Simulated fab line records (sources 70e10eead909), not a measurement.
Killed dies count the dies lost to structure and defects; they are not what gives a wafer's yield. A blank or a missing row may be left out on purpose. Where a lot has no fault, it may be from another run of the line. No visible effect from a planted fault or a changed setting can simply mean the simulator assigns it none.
fab line records	flow nand-harc
[record] lots = 5	wafers = 15	last-day = 33
route steps=1302 shown P_M0@266 P_M1@285 END@1302
lots untouched by any fault: they come from a run of this same line in which no faults occurred
start-h: hours from the record's first day to the start of the lot's first wafer shown	wait-h: time in hours since the lot's previous step	" the same as in the row above	L1.1+2: a row that stands for several wafers	- no value, or no start was given	* or withheld: withheld	< > ~ a bound
route shown NAME@n: NAME is a module with steps in the file, n the number in the route of the first one	usual: average and standard deviation across the fault-free wafers	same: alike in all rows	chamber/n: place in a boat	sites: each site's reading	_std_site: the standard deviation of these	_edge_site: the outer-site mean with the inner-site mean subtracted	radius-mm: for every site, how far away it sits from the centre of the wafer	mask NAME#n: copy n	behind: tool/chamber where the wafer was last shaped	hold: reason for holding the lot/hours on hold/outcome of the hold	device: transistor that didn't switch, given as n, p or np	end of line: at the end of the route, the tests of the same wafers	a step with no rows: only its recipe	killed: at the first sort, the dies lost to defects and structure; wafer yield is something else	map: the dies of a wafer, with x for killed, . for not killed, _ for no die there
set.NAME: the setting the step ran with; set.NAME@STEP: the setting that earlier step ran with	model.NAME: the simulator's own value behind a step, which no gauge read
certain route steps with their lots: each step a table, each wafer a row
services: the hour from which a tool's chamber was out of use, counted from the record's first day as start-h (under 0 if before that day), plus the number of hours and why
[[steps]]
[step NHARC_P_M0_DESCUM_14]
[recipe] time-s = 3	o2-flow-sccm = 200	ar-flow-sccm = 0	bias-power-w = 0	chemistry = O2
[step NHARC_P_M0_ETCH_34]
[recipe] target-depth-a = 400	overetch-a = 120	time-s = 43.94	ion-energy-ev = 200	n2-flow-sccm = 150	h2-flow-sccm = 150	ar-flow-sccm = 0	rf-w = 400	bias-w = 150	chemistry = N2/H2
[step NHARC_P_M0_ETCH_15]
[recipe] target-depth-a = 1500	overetch-a = 150	time-s = 82.5	c4f8-flow-sccm = withheld	ar-flow-sccm = 400	rf-w = 600	bias-w = 300	chemistry = C4F8/Ar
[step NHARC_P_M0_CD_MEAS_16]
[usual] cd-nm = 90.2/0.8
lot.wafer	tool	chamber	start-h	wait-h	cd-nm
L998.3	cd-sem-01	-	136.20	-	91.8
L998.4	"	-	"	"	89.6
L998.6	"	-	"	"	90.3
L106.2	cd-sem-01	-	215.83	-	89.3
L106.4	"	-	"	"	90.5
L106.5	"	-	"	"	90.7
L114.2	cd-sem-03	-	305.09	-	90.7
L114.3	"	-	"	"	90.2
L114.6	"	-	"	"	90.7
L118.1	cd-sem-03	-	328.68	-	90.3
L118.3	"	-	"	"	90.0
L118.5	"	-	"	"	89.5
L120.3	cd-sem-03	-	344.92	-	90.5
L120.4	"	-	"	"	88.6
L120.5	"	-	"	"	89.7
[step NHARC_P_M0_STRIP_18]
[recipe] power-w = 1000	n2-flow-sccm = 150	h2-flow-sccm = 150	ar-flow-sccm = 0	bias-w = 0	chemistry = N2/H2
[step NHARC_P_M0_STRIP_19]
[recipe] time-s = 600	temp-c = 30	chemistry = post-etch-residue-remover
[step NHARC_P_M0_DEGAS_28]
[recipe] temp-c = 250	time-s = 60
[usual] heater-power-w = 334/39	susceptor-temp-C = 249.99/0.18
lot.wafer	tool	chamber	start-h	wait-h	heater-power-w	susceptor-temp-C
L998.3	pvd-sputter-02	-	136.83	-	348	249.89
L998.4	"	-	"	"	338	249.91
L998.6	"	-	"	"	341	250.02
L106.4	pvd-sputter-01	-	216.44	-	302	250.05
L106.2	"	-	"	"	347	249.65
L106.5	"	-	"	"	290	250.17
L114.2	pvd-sputter-03	-	305.73	-	402	249.77
L114.3	"	-	"	"	404	249.97
L114.6	"	-	"	"	310	249.75
L118.1	pvd-sputter-01	-	329.31	-	379	249.57
L118.3	"	-	"	"	305	250.44
L118.5	"	-	"	"	385	249.85
L120.3	pvd-sputter-01	-	345.54	-	319	250.11
L120.4	"	-	"	"	293	249.88
L120.5	"	-	"	"	298	249.87
[step NHARC_P_M0_PRE_CLEAN_29]
[recipe] time-s = 30	temp-c = 280	gas = H2/He
[step NHARC_P_M0_PVD_20]
[recipe] target-thk-a = 50	bias-v = 168.6	power-w = 15000	chamber-pressure-pa = 0.12	time-s = 8.06	substrate-temp-c = 50	material = TaN
[usual] throttle-valve-pct = 29.8/1.2
lot.wafer	tool	chamber	start-h	wait-h	throttle-valve-pct
L998.4	pvd-sputter-02	-	-	-	29.8
L998.3	"	-	"	"	28.3
L998.6	"	-	"	"	32.3
L106.2	pvd-sputter-01	-	-	-	28.9
L106.4	"	-	"	"	31.7
L106.5	"	-	"	"	28.7
L114.3	pvd-sputter-03	-	-	-	29.8
L114.2	"	-	"	"	29.5
L114.6	"	-	"	"	29.8
L118.3	pvd-sputter-01	-	-	-	32.3
L118.1	"	-	"	"	29.8
L118.5	"	-	"	"	32.3
L120.3	pvd-sputter-01	-	-	-	29.6
L120.4	"	-	"	"	28.6
L120.5	"	-	"	"	29.8
[step NHARC_P_M0_PVD_21]
[recipe] target-thk-a = 300	chamber-pressure-pa = 5	power-w = 5000	substrate-temp-c = 30	time-s = 20.49	material = Cu
[step NHARC_P_M0_ECD_22]
[recipe] target-thk-a = 4000	bath-temp-c = 25	material = Cu
[step NHARC_P_M0_ANNEAL_30]
[recipe] temp-c = 225	time-s = 90
[step NHARC_P_M0_CMP_23]
[recipe] t-overpolish-s = 20	target-thk-nm = 117.54
[usual] motor-current-A = 12.1/0.94	time-to-endpoint-s = 28.7/2.8
lot.wafer	tool	chamber	start-h	wait-h	motor-current-A	time-to-endpoint-s
L998.4	cmp-01	0	137.92	-	11.9	32.2
L998.3	"	2	"	"	11.8	26.5
L998.6	"	0	"	"	11.8	32.0
L106.4	cmp-02	1	217.53	-	11.7	32.7
L106.2	"	0	"	"	11.6	26.5
L106.5	"	2	"	"	11.4	24.0
L114.3	cmp-01	1	306.79	-	12.7	28.9
L114.2	"	0	"	"	11.6	29.8
L114.6	"	1	"	"	12.2	31.0
L118.1	cmp-03	0	330.38	-	12.7	29.1
L118.3	"	3	"	"	10.9	25.9
L118.5	"	0	"	"	13.2	27.3
L120.4	cmp-02	0	346.65	-	12.1	30.0
L120.3	"	2	"	"	11.9	26.9
L120.5	"	3	"	"	14.4	27.2
[step NHARC_P_M0_THK_MEAS_24]
[recipe] thk-meas-gauge = xrf
[usual] thk-nm = 117.8/1.6
lot.wafer	tool	chamber	start-h	wait-h	thk-nm
L998.3	film-metro-02	-	138.21	-	118.2
L998.4	"	-	"	"	121.1
L998.6	"	-	"	"	120.5
L106.2	film-metro-02	-	217.85	-	116.4
L106.4	"	-	"	"	119.2
L106.5	"	-	"	"	115.0
L114.2	film-metro-02	-	307.10	-	116.9
L114.3	"	-	"	"	118.8
L114.6	"	-	"	"	118.1
L118.1	film-metro-02	-	330.69	-	117.6
L118.3	"	-	"	"	115.1
L118.5	"	-	"	"	117.7
L120.3	film-metro-02	-	346.93	-	115.4
L120.4	"	-	"	"	116.4
L120.5	"	-	"	"	114.5
[step NHARC_P_M0_SRD_25]
[step NHARC_P_M0_INSPECT_27]
[usual] raw-defect-count = 292/110
lot.wafer	tool	chamber	start-h	wait-h	raw-defect-count
L998.3	defect-inspect-02	-	138.37	0.0	375
L998.4	"	-	"	"	212
L998.6	"	-	"	"	344
L106.2	defect-inspect-02	-	218.00	0.0	486
L106.4	"	-	"	"	284
L106.5	"	-	"	"	158
L114.2	defect-inspect-02	-	307.26	0.0	1418
L114.3	"	-	"	"	1242
L114.6	"	-	"	"	1344
L118.1	defect-inspect-02	-	330.84	0.0	251
L118.3	"	-	"	"	299
L118.5	"	-	"	"	439
L120.3	defect-inspect-02	-	347.09	0.0	344
L120.4	"	-	"	"	309
L120.5	"	-	"	"	246
[step NHARC_P_M0_PRE_CLEAN_31]
[recipe] time-s = 12	temp-c = 370	rf-power-w = 300	gas = NH3
[usual] heater-power-w = 626/76	susceptor-temp-C = 370.01/0.22
lot.wafer	tool	chamber	start-h	wait-h	heater-power-w	susceptor-temp-C
L998.3	pecvd-03	2	138.46	0.1	591	370.23
L998.6	"	1	"	"	656	369.82
L998.4	"	2	"	"	575	370.15
L106.2	pecvd-03	0	218.10	0.1	541	369.72
L106.5	"	1	"	"	608	369.70
L106.4	"	2	"	"	600	369.88
L114.2	pecvd-01	2	307.33	0.1	510	370.12
L114.3	"	1	"	"	643	369.88
L114.6	"	2	"	"	497	369.73
L118.3	pecvd-04	0	330.91	0.1	620	369.95
L118.1	"	1	"	"	671	369.98
L118.5	"	0	"	"	631	370.42
L120.3	pecvd-04	0	347.16	0.1	608	369.49
L120.4	"	0	"	"	605	369.96
L120.5	"	1	"	"	689	370.02
[step NHARC_P_M0_DEP_32]
[recipe] target-thk-a = 300	temp-c = 370	target-thk-nm = 30	pressure-torr = 3	flow-sccm = 200	rf-w = 450	material = SiCN
[usual] heater-power-w = 571/78	showerhead-vpp-V = 1315/81	susceptor-temp-C = 370.04/0.21
lot.wafer	tool	chamber	start-h	wait-h	heater-power-w	showerhead-vpp-V	susceptor-temp-C
L998.3	pecvd-03	2	138.60	0.1	534	1201	369.81
L998.6	"	1	"	"	595	1329	369.64
L998.4	"	2	"	"	537	1201	369.88
L106.2	pecvd-03	0	218.23	0.1	504	1376	370.03
L106.5	"	1	"	"	587	1314	370.18
L106.4	"	2	"	"	553	1220	370.14
L114.2	pecvd-01	2	307.45	0.1	547	1184	370.10
L114.3	"	1	"	"	566	1412	370.16
L114.6	"	2	"	"	540	1185	370.14
L118.3	pecvd-04	0	330.99	0.1	617	1434	370.05
L118.1	"	1	"	"	639	1341	369.85
L118.5	"	0	"	"	621	1442	370.26
L120.3	pecvd-04	0	347.24	0.1	641	1435	369.87
L120.4	"	0	"	"	622	1434	370.11
L120.5	"	1	"	"	517	1328	370.06
[step NHARC_P_M1_DEP_00]
[recipe] target-thk-a = 1825	target-thk-nm = 182.5	temp-c = withheld	pressure-torr = 5	flow-sccm = 200	rf-w = 600	material = SiOC
[step NHARC_P_M1_DEHYDRATE_01]
[recipe] temp-c = 150	time-s = 120
[step NHARC_P_M1_HMDS_02]
[recipe] time-s = 30
[step NHARC_P_M1_COAT_34]
[recipe] temp-c = 200	time-s = 65
[step NHARC_P_M1_COAT_03]
[recipe] spin-rpm = 1500	resist-thk-nm = 90
[step NHARC_P_M1_SOFTBAKE_04]
[recipe] temp-c = 105	time-s = 55
[step NHARC_P_M1_EBR_05]
[step NHARC_P_M1_EXPOSE_06]
[recipe] na = 1.35	target-cd-nm = 130	dose-mj = 81.88	mask-id = P_M1
[step NHARC_P_M1_PEB_07]
[recipe] peb-temp-c = 100	peb-time-s = 65
[step NHARC_P_M1_DEVELOP_08]
[recipe] develop-time-s = 35	dev-temp-c = 23
[step NHARC_P_M1_CD_MEAS_09]
[recipe] target-cd-nm = 130	landing-energy-ev = 500
[usual] cd-nm = 130.0/0.59
lot.wafer	tool	chamber	start-h	wait-h	cd-nm
L998.3	cd-sem-03	0	139.87	-	130.5
L998.4	"	0	"	"	130.5
L998.6	"	0	"	"	130.3
L106.2	cd-sem-03	0	219.40	-	129.2
L106.4	"	0	"	"	130.2
L106.5	"	0	"	"	129.5
L114.2	cd-sem-03	0	308.70	-	129.9
L114.3	"	0	"	"	128.7
L114.6	"	0	"	"	129.4
L118.1	cd-sem-02	0	332.25	-	129.2
L118.3	"	0	"	"	130.2
L118.5	"	0	"	"	130.0
L120.3	cd-sem-01	0	348.49	-	130.0
L120.4	"	0	"	"	129.5
L120.5	"	0	"	"	130.7
[step NHARC_P_M1_OVL_MEAS_10]
[recipe] pitch-nm = 260
[usual] overlay-x-nm = -0.1/0.93	overlay-y-nm = 0.1/0.93
lot.wafer	tool	chamber	start-h	wait-h	overlay-x-nm	overlay-y-nm
L998.3	overlay-01	-	139.96	-	0.4	0.1
L998.4	"	-	"	"	0.7	-0.2
L998.6	"	-	"	"	0.8	0.1
L106.2	overlay-02	-	219.48	-	-0.9	-2.0
L106.4	"	-	"	"	-0.9	-2.3
L106.5	"	-	"	"	-1.5	-1.8
L114.2	overlay-01	-	308.79	-	1.1	0.6
L114.3	"	-	"	"	0.0	1.7
L114.6	"	-	"	"	0.7	0.8
L118.1	overlay-02	-	332.34	-	1.0	0.2
L118.3	"	-	"	"	1.3	0.6
L118.5	"	-	"	"	0.6	0.8
L120.3	overlay-01	-	348.58	-	-0.9	1.3
L120.4	"	-	"	"	-1.4	0.8
L120.5	"	-	"	"	-0.7	1.3
[step NHARC_P_M1_INSPECT_11]
[usual] raw-defect-count = 4.1/2.8
lot.wafer	tool	chamber	start-h	wait-h	raw-defect-count
L998.3	defect-inspect-02	-	140.00	0.0	9
L998.4	"	-	"	"	2
L998.6	"	-	"	"	6
L106.2	defect-inspect-01	-	219.52	0.0	5
L106.4	"	-	"	"	3
L106.5	"	-	"	"	2
L114.2	defect-inspect-01	-	308.82	0.0	1017
L114.3	"	-	"	"	1046
L114.6	"	-	"	"	1040
L118.1	defect-inspect-02	-	332.38	0.0	14
L118.3	"	-	"	"	16
L118.5	"	-	"	"	7
L120.3	defect-inspect-02	-	348.61	0.0	7
L120.4	"	-	"	"	4
L120.5	"	-	"	"	3
[step NHARC_P_M1_DESCUM_14]
[recipe] time-s = 3	o2-flow-sccm = 200	ar-flow-sccm = 0	bias-power-w = 0	chemistry = O2
[usual] drypump-motor-current-A = 5.64/0.3	oes-product-au = 1.002/0.011	rf-vpp-V = 57.6/0.95	showerhead-plenum-p-Torr = 1.90/0.069	throttle-valve-pct = 11.312/0.0089
lot.wafer	tool	chamber	start-h	wait-h	drypump-motor-current-A	oes-product-au	rf-hours-counter-h	rf-vpp-V	showerhead-plenum-p-Torr	throttle-valve-pct
L998.3	rie-diel-10	0	140.06	0.1	5.29	0.993	6	57.6	1.97	11.306
L998.4	"	2	"	"	5.58	1.019	6	57.6	1.89	11.316
L998.6	"	0	"	"	5.32	1.011	-	56.6	1.97	11.315
L106.2	rie-diel-10	2	219.60	0.1	5.55	1.018	13	57.0	1.89	11.302
L106.4	"	3	"	"	5.74	0.993	14	57.1	1.86	11.316
L106.5	"	1	"	"	5.09	1.008	-	56.5	1.83	11.307
L114.3	rie-diel-10	3	308.90	0.1	5.77	0.991	4	56.0	1.86	11.311
L114.2	"	0	"	"	5.27	0.993	4	56.8	1.97	11.331
L114.6	"	1	"	"	5.09	1.007	-	57.5	1.83	11.282
L118.1	rie-diel-01	2	332.44	0.1	5.69	0.997	32	56.5	1.92	11.301
L118.3	"	1	"	"	6.23	0.993	35	57.6	1.78	11.310
L118.5	"	3	"	"	6.29	1.008	-	56.3	1.92	11.323
L120.4	rie-diel-10	2	348.67	0.1	5.56	0.988	8	57.8	1.88	11.305
L120.3	"	0	"	"	5.28	1.006	9	58.5	1.96	11.306
L120.5	"	3	"	"	5.74	1.001	-	56.1	1.86	11.314
[step NHARC_END_SORT_01]
[recipe] temp-c = 25
[usual] defect-limited-yield = 91/3.1	killed-at-array = 57/20	killed-at-other = 1.0/1.5	killed-at-periphery = 3.5/2.5	killed-dies = 62/21	killed-open = 3.5/1.9	killed-short = 2.4/1.6
[same] gross-dies = 677
lot.wafer	tool	chamber	start-h	wait-h	defect-limited-yield[%]	killed-at-array	killed-at-other	killed-at-periphery	killed-dies	killed-open	killed-short
L998.3	prober-02	0	577.02	3.1	85	96	1	5	102	4	2
L998.4	prober-02	0	577.81	3.4	85	102	0	0	102	3	6
L998.6	prober-02	0	579.40	4.0	85	97	0	4	101	4	2
L106.2	prober-02	0	663.26	2.8	87	79	2	7	88	5	2
L106.4	prober-02	0	664.86	3.4	85	95	3	4	102	5	3
L106.5	prober-02	0	665.66	3.7	88	76	4	4	84	5	1
L118.1	prober-02	0	779.37	2.5	93	34	0	11	45	6	4
L118.3	prober-02	0	780.99	3.1	93	35	0	13	48	7	1
L118.5	prober-02	0	782.61	3.7	92	49	2	5	56	5	5
L120.3	prober-02	0	795.12	3.1	90	61	0	4	65	6	4
L120.4	prober-02	0	795.92	3.4	91	56	0	5	61	3	0
L120.5	prober-02	0	796.73	3.7	89	72	0	2	74	4	2
// killed by level:class
L998.3 A_CHANNEL_HOLE_D1:chamber-film-flake=34 A_CHANNEL_HOLE_D2:chamber-film-flake=24 A_SLIT:chamber-film-flake=20 A_STAIRCASE:chamber-film-flake=5 P_GATE:chamber-film-flake=4 A_CHANNEL_FILL_D2:chamber-film-flake=3 A_WL_FILL:chamber-film-flake=2 P_GATE:geometric-particle:open=1
L998.4 A_CHANNEL_HOLE_D2:chamber-film-flake=37 A_CHANNEL_HOLE_D1:chamber-film-flake=23 A_SLIT:chamber-film-flake=19 A_STAIRCASE:chamber-film-flake=5 A_CONTACT:chamber-film-flake=3 A_ONON_D2:geometric-particle:short=2 A_DECK1_JOINT:chamber-film-flake=2 A_CHANNEL_FILL_D2:chamber-film-flake=2
L998.6 A_CHANNEL_HOLE_D2:chamber-film-flake=27 A_SLIT:chamber-film-flake=27 A_CHANNEL_HOLE_D1:chamber-film-flake=23 A_WL_FILL:chamber-film-flake=5 A_STAIRCASE:chamber-film-flake=4 P_GATE:chamber-film-flake=3 A_CHANNEL_FILL_D2:chamber-film-flake=3 A_CONTACT:chamber-film-flake=2
L106.2 A_CHANNEL_HOLE_D1:chamber-film-flake=35 A_SLIT:chamber-film-flake=26 A_CHANNEL_HOLE_D2:chamber-film-flake=10 P_M0:geometric-particle:open=2 P_ZERO_WELL:chamber-film-flake=2 A_CONTACT:chamber-film-flake=2 THIN_TSV:chamber-film-flake=2 P_GATE:geometric-particle:open=1
L106.4 A_CHANNEL_HOLE_D1:chamber-film-flake=31 A_SLIT:chamber-film-flake=27 A_CHANNEL_HOLE_D2:chamber-film-flake=17 A_CONTACT:chamber-film-flake=11 THIN_TSV:chamber-film-flake=3 A_ONON_D1:geometric-particle:short=2 A_STAIRCASE:chamber-film-flake=2 P_M0:geometric-particle:open=1
L106.5 A_SLIT:chamber-film-flake=27 A_CHANNEL_HOLE_D1:chamber-film-flake=25 A_CHANNEL_HOLE_D2:chamber-film-flake=12 A_CONTACT:chamber-film-flake=5 THIN_TSV:chamber-film-flake=4 A_STAIRCASE:chamber-film-flake=3 P_M0:geometric-particle:open=1 P_M1:geometric-particle:open=1
L118.1 A_CONTACT:chamber-film-flake=11 A_SLIT:chamber-film-flake=4 P_CONTACT:chamber-film-flake=3 P_ZERO_WELL:chamber-film-flake=2 P_STI:chamber-film-flake=2 P_M1:chamber-film-flake=2 A_CHANNEL_HOLE_D1:unspecified=2 A_CHANNEL_HOLE_D1:chamber-film-flake=2
L118.3 A_CONTACT:chamber-film-flake=12 A_SLIT:chamber-film-flake=9 P_ZERO_WELL:chamber-film-flake=4 A_CHANNEL_FILL_D1:chamber-film-flake=4 P_STI:chamber-film-flake=3 P_GATE:chamber-film-flake=3 A_WL_FILL:geometric-particle:open=2 A_CONTACT:geometric-particle:open=2
L118.5 A_SLIT:chamber-film-flake=13 A_CONTACT:chamber-film-flake=13 A_CHANNEL_FILL_D2:geometric-particle:short=4 P_CONTACT:chamber-film-flake=4 A_CHANNEL_FILL_D1:chamber-film-flake=4 A_STAIRCASE:chamber-film-flake=4 A_CHANNEL_HOLE_D1:unspecified=3 A_ONON_D1:geometric-particle:open=2
L120.3 A_CHANNEL_HOLE_D2:chamber-film-flake=22 A_CONTACT:chamber-film-flake=10 A_CHANNEL_HOLE_D1:chamber-film-flake=8 A_SLIT:chamber-film-flake=6 A_WL_FILL:chamber-film-flake=4 A_CHANNEL_FILL_D2:geometric-particle:short=2 A_STAIRCASE:chamber-film-flake=2 P_GATE:geometric-particle:open=1
L120.4 A_CHANNEL_HOLE_D2:chamber-film-flake=19 A_CHANNEL_HOLE_D1:chamber-film-flake=17 A_CONTACT:chamber-film-flake=9 A_SLIT:chamber-film-flake=6 P_STI:chamber-film-flake=3 P_M1:chamber-film-flake=2 A_ONON_D1:geometric-particle:open=1 A_ONON_D2:geometric-particle:open=1
L120.5 A_CHANNEL_HOLE_D2:chamber-film-flake=30 A_CHANNEL_HOLE_D1:chamber-film-flake=15 A_CONTACT:chamber-film-flake=10 A_SLIT:chamber-film-flake=7 A_ONON_D1:geometric-particle:short=2 A_STAIRCASE:chamber-film-flake=2 A_M1:chamber-film-flake=2 P_M2:geometric-particle:open=1
[[services]]
tool	chamber	start-h	hours	kind
pecvd-01	2	116.24	15.0	repair
cmp-02	-	116.39	1.9	repair
rie-diel-10	2	118.51	4.3	repair
cmp-01	-	118.78	4.0	pm
pecvd-01	-	130.00	13.0	pm
cmp-02	-	135.95	4.0	pm
pvd-sputter-03	-	170.01	10.0	pm
cmp-02	-	179.38	1.3	repair
cmp-02	-	181.14	1.7	repair
pecvd-03	-	185.24	13.0	pm
cmp-02	-	186.85	2.1	repair
cmp-02	-	191.28	0.4	repair
cmp-01	-	216.82	4.0	pm
pecvd-03	-	220.25	1.8	repair
pvd-sputter-01	-	221.51	3.1	repair
pvd-sputter-01	-	226.00	10.0	pm
rie-diel-10	-	242.50	9.0	pm
rie-diel-10	-	262.75	0.5	repair
pecvd-03	1	265.51	6.9	repair
pecvd-04	-	269.05	13.0	pm
rie-diel-10	3	313.89	4.2	repair
pvd-sputter-01	-	334.26	2.5	repair
pecvd-04	-	343.99	0.7	repair
pecvd-04	0	347.58	20.1	repair
[[key]]
[first-sign] step = NHARC_P_M0_INSPECT_27	reading = raw-defect-count	direction = up	sigmas = 9.4	usual = 292	struck = 1335
[effect] step = NHARC_P_M1_INSPECT_11	reading = raw-defect-count	direction = up	sigmas = 99+	usual = 4.1	struck = 1034.3
met-at NHARC_P_M0_CMP_23
struck-wafers L114.2,L114.3,L114.6
rows-end L114.2,L114.3,L114.6
onset-between 137.92 306.79
also-fits NHARC_P_M0_DEGAS_28:pvd-sputter-03,NHARC_P_M0_PVD_20:pvd-sputter-03
[fault] kind = chamber-particle-source	tool = cmp-01	chamber = -	onset-h = 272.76	steps = NHARC_P_M0_CMP_23	rate-per-visit-cm2 = 1.5785
// rows-end: these wafers met a further fault down the route, and their rows from its step on are left out
